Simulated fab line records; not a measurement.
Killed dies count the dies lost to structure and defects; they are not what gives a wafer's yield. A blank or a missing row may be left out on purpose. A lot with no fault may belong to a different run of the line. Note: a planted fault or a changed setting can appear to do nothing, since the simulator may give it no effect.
Chamber matching	flow nand-harc	rie-diel-12 running NHARC_P_M0_STRIP_18: 4 sister chambers
The step strips in N2/H2. 18 wafers are shown with their chamber, then 9 later ones without.

== WAFERS PAIRED WITH THEIR CHAMBERS ==
wafer	chamber	drypump-motor-current-A (A)	rf-vpp-V (V)	chamber-pressure-mTorr (mTorr)
L075.2	0	6.1	90.6	30.019
L075.3	1	5.7	89.4	29.954
L075.5	2	6.4	91.9	29.997
L077.2	2	6.4	93.9	29.931
L077.3	1	5.8	90.2	30.035
L077.5	2	6.5	91.0	29.967
L078.2	0	6.2	90.9	30.071
L078.4	3	6.7	92.2	29.958
L078.5	0	6.2	89.9	30.012
L080.1	1	5.8	92.1	30.039
L080.2	2	6.4	90.9	29.980
L080.4	0	6.2	90.2	29.970
L082.1	1	5.8	89.7	29.991
L082.4	2	6.4	91.9	30.040
L082.5	0	6.2	88.4	30.013
L088.3	2	6.4	90.5	29.986
L088.5	2	6.4	93.6	29.968
L088.6	1	5.8	91.7	29.971

SIGNATURES (averages over the wafers above)
reading	chamber 0	chamber 1	chamber 2	chamber 3	scatter within a chamber
drypump-motor-current-A	6.180	5.780	6.414	6.700	0.0419
rf-vpp-V	90.000	90.620	91.957	92.200	1.2
chamber-pressure-mTorr	30.01700	29.99800	29.98129	29.95800	0.0354
Rule: distance of a wafer from a chamber = root of the sum over the readings of ((wafer's reading minus chamber's mean) / reading's scatter) squared. The wafer belongs to the nearest chamber; if the next one is less than 2 further off, it can't be placed. The scatter: take each reading less its chamber's mean, square it, sum over the shown wafers, divide by the number of wafers less the number of chambers, and take the root.

== WAFERS WITH NO CHAMBER GIVEN ==
wafer	drypump-motor-current-A (A)	rf-vpp-V (V)	chamber-pressure-mTorr (mTorr)
L092.1	6.4	90.7	30.013
L092.2	6.6	93.0	30.048
L092.4	5.7	89.3	30.045
L094.2	5.7	91.3	29.996
L094.3	6.4	91.9	29.965
L094.4	6.2	89.4	29.991
L095.3	6.1	91.0	30.005
L095.5	5.8	90.1	29.979
L095.6	6.4	89.3	30.022

== EACH ONE'S CHAMBER ==
wafer	from the rows above	in truth
L092.1	2	2
L092.2	can't be placed: 3 or 2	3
L092.4	1	1
L094.2	1	1
L094.3	2	2
L094.4	0	0
L095.3	0	0
L095.5	1	1
L095.6	2	2
Placed correctly: 8 of 9. These rows do not allow placing 1 (true chamber among the candidates in 1). 0 placed wrongly.
